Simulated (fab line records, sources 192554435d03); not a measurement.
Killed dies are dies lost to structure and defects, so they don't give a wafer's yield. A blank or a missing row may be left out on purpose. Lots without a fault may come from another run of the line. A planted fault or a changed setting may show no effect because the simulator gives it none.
Chamber matching | flow n5_finfet | N5_BEOL_M9_ETCH_66 on rie_diel-02: 4 sister chambers
The step etches SOC in N2/H2, target depth 80 nm, overetch 16 nm, time 120 s. 20 wafers are shown with their chamber, then 10 later ones without.

WAFERS WITH THEIR CHAMBER
wafer  | chamber | drypump_motor_current_A (A) | showerhead_plenum_p_Torr (Torr) | throttle_valve_pct (%)
L077.4 | 2       | 6.7                         | 2.35                            | 17.9
L077.5 | 3       | 6.2                         | 2.42                            | 18.4
L077.6 | 2       | 6.7                         | 2.35                            | 17.9
L081.3 | 3       | 6.2                         | 2.42                            | 18.4
L081.5 | 1       | 5.5                         | 2.63                            | 17.8
L081.6 | 2       | 6.7                         | 2.34                            | 17.9
L083.1 | 3       | 6.2                         | 2.42                            | 18.4
L083.4 | 1       | 5.5                         | 2.63                            | 17.8
L083.6 | 1       | 5.5                         | 2.63                            | 17.8
L084.1 | 0       | 6.8                         | 2.68                            | 17.4
L084.3 | 1       | 5.5                         | 2.63                            | 17.8
L084.4 | 2       | 6.7                         | 2.34                            | 18.0
L085.2 | 0       | 6.8                         | 2.68                            | 17.4
L085.4 | 0       | 6.8                         | 2.68                            | 17.4
L085.5 | 2       | 6.7                         | 2.34                            | 17.9
L087.2 | 3       | 6.2                         | 2.41                            | 18.4
L087.4 | 0       | 6.8                         | 2.68                            | 17.4
L087.6 | 2       | 6.6                         | 2.34                            | 18.0
L090.1 | 2       | 6.7                         | 2.34                            | 18.0
L090.2 | 1       | 5.5                         | 2.62                            | 17.8

SIGNATURES (means of the wafers above)
reading                  | chamber 0 | chamber 1 | chamber 2 | chamber 3 | scatter within a chamber
drypump_motor_current_A  | 6.800     | 5.500     | 6.686     | 6.200     | 0.0231
showerhead_plenum_p_Torr | 2.6800    | 2.6280    | 2.3429    | 2.4175    | 0.00431
throttle_valve_pct       | 17.400    | 17.800    | 17.943    | 18.400    | 0.0327
Rule: a wafer's distance from a chamber is the root of the sum, over the readings, of the square of ((its reading less the chamber's mean) divided by the reading's scatter). The wafer belongs to the nearest chamber; if the next one is less than 2 further off, it can't be placed. The scatter: the root of (the sum of the squares of (reading less its chamber's mean) over the shown wafers, divided by (wafers less chambers)).

WAFERS WITHOUT THEIR CHAMBER
wafer  | drypump_motor_current_A (A) | showerhead_plenum_p_Torr (Torr) | throttle_valve_pct (%)
L090.4 | 6.8                         | 2.67                            | 17.4
L094.2 | 6.2                         | 2.41                            | 18.4
L094.5 | 6.7                         | 2.67                            | 17.4
L094.6 | 6.2                         | 2.41                            | 18.4
L096.1 | 6.2                         | 2.40                            | 18.4
L096.2 | 6.8                         | 2.67                            | 17.4
L096.6 | 6.6                         | 2.33                            | 18.0
L097.1 | 5.5                         | 2.62                            | 17.8
L097.3 | 6.2                         | 2.40                            | 18.4
L097.5 | 6.7                         | 2.33                            | 18.0

WHICH CHAMBER EACH WENT THROUGH
wafer  | from the rows above | in truth
L090.4 | 0                   | 0
L094.2 | 3                   | 3
L094.5 | 0                   | 0
L094.6 | 3                   | 3
L096.1 | 3                   | 3
L096.2 | 0                   | 0
L096.6 | 2                   | 2
L097.1 | 1                   | 1
L097.3 | 3                   | 3
L097.5 | 2                   | 2
Placed correctly: 10 of 10. Can't be placed from these rows: 0. Placed wrongly: 0.
